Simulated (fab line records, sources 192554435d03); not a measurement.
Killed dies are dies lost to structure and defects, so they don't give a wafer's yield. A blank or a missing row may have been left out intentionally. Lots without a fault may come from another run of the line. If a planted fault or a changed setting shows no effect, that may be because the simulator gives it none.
Problem report in the 8D (eight disciplines) form, filled by code	flow n5Finfet	the parts of the form that need people (team, actions taken, sign-off) are left out

1. PROBLEM STATEMENT
Mean of spinSpeedRpm at N5_FIN_SAQP_COAT_50: 1590.8 rpm across 6 wafers in 2 lots; on wafers with no fault it is 1500.0 rpm (standard deviation 1.1). That puts it +83 standard deviations away from the usual mean.
The step: time 60 s, resist thk 35 nm.
Earliest sighting: wafer L993.4 on lithoTrack-04 at day 5 21:18. The record has a number at this step for 27 wafers belonging to 9 lots. Rule for "out", or "out of limits": more than 4 standard deviations from the usual mean. Any other wafer with a number is counted as sound.

2. WHAT THIS IS AND IS NOT
question	is	is not
which readings at this step	spinSpeedRpm	-
which lots	L993, L994	L978, L980, L985, L989, L996, L998, L999
which wafers of those lots	all that have a number	-
read on which tools	lithoTrack-04	lithoTrack-01, lithoTrack-03
when	from day 5 21:18	up to then (12 sound wafers); but 9 sound wafers of L996, L998, L999 came after

3. SUSPECTS, AND WHAT RULES EACH OUT
Counting: a tool at any process step up to the reading remains a suspect when it ran all the lots that are out and ran no sound lot after the first of those.
- rieDiel-05 at N5_PMOS_HMC_CHANNEL_EPI_DESCUM_14 (chemistry O2, time 7.9 s): ruled out as a lasting fault. After its first lot that is out, L993 (day 5 17:17), sound lots L998 ran on it.
- rieDiel-05 at N5_PMOS_HMC_CHANNEL_EPI_STRIP_33 (strips in N2/H2): ruled out as a lasting fault. After its first lot that is out, L993 (day 5 17:26), sound lots L998 ran on it.
- lithoTrack-04 at N5_FIN_SAQP_COAT_50 (time 60 s, resist thk 35 nm): kept. Every lot that is out went through it, starting with L993 (day 5 21:18), and after that it ran no sound lot; the last sound lot it ran before then is L989 (day 4 22:21). On those wafers its own readings are out: spinSpeedRpm.
After counting, what remains is lithoTrack-04 at N5_FIN_SAQP_COAT_50.

4. THE CAUSE (what the simulator had put in)
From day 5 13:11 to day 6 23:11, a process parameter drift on lithoTrack-04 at N5_FIN_SAQP_COAT_50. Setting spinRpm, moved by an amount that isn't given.
The count eliminated every tool but this one.

5. THE CHAIN OF EFFECTS, in route order
One row per reading whose mean, taken over the struck wafers that have a number, lies over 3 standard deviations from the usual. Readings are gone through only where the record gives a usual standard deviation; hours: the median, over the lots, of the time from a lot's start at the first step in this table giving one to that lot's start at this step; sigmas: the change measured in usual standard deviations.
hours	step	reading	usual	on struck wafers	change	sigmas
0	N5_FIN_SAQP_COAT_50	spinSpeedRpm	1500.0 rpm	1590.8	+90.8	+83
Process steps it contains:
- N5_FIN_SAQP_COAT_50: time 60 s, resist thk 35 nm.
At these later measuring or inspecting steps, every struck wafer for which the step has a row has a number for every such reading, and none has moved that far: N5_BEOL_M4_RC_MEAS_101.

6. HOW IT WOULD HAVE BEEN CAUGHT EARLIER
First out-of-limits reading in this record: day 5 21:18, which is 8 hours after fault onset at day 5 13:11.
